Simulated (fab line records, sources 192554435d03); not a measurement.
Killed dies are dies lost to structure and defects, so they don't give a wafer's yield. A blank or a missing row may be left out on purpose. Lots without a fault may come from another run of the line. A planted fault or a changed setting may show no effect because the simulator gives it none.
Chamber matching | flow n5_finfet | N5_SDB_STRIP_21 on rie_diel-04: 4 sister chambers
The step strips in CF4. 4 wafers are shown with their chamber, then 9 later ones without.

WAFERS WITH THEIR CHAMBER
wafer  | chamber | drypump_motor_current_A (A)
L079.4 | 3       | 5.7
L082.1 | 2       | 5.8
L082.3 | 0       | 5.5
L082.6 | 1       | 6.1

WAFERS WITHOUT THEIR CHAMBER
wafer  | drypump_motor_current_A (A)
L084.3 | 5.5
L084.5 | 5.9
L084.6 | 5.6
L087.2 | 5.6
L087.3 | 5.8
L087.4 | 5.5
L095.2 | 6.1
L095.3 | 5.8
L095.5 | 6.1

WHICH CHAMBER EACH WENT THROUGH
wafer  | from the rows above          | in truth
L084.3 | 0                            | 0
L084.5 | can't be placed: 2 or 1 or 3 | 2
L084.6 | can't be placed: 0 or 3 or 2 | 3
L087.2 | can't be placed: 0 or 3 or 2 | 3
L087.3 | can't be placed: 2 or 3      | 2
L087.4 | 0                            | 0
L095.2 | 1                            | 1
L095.3 | can't be placed: 2 or 3      | 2
L095.5 | 1                            | 1
Placed correctly: 4 of 9. Can't be placed from these rows: 5 (the true chamber is among the candidates in 5). Placed wrongly: 0.
How it was worked out, from the rows above alone: a wafer's distance from a chamber is the root of the sum, over the readings, of the square of ((its reading less the chamber's mean) divided by the reading's scatter). The wafer belongs to the nearest chamber; if the next one is less than 2 further off, it can't be placed. A chamber's mean is the mean of its shown wafers. The scatter: with one shown wafer a chamber, the root of the mean of the squares of how far each hidden wafer lies from its nearest shown one.
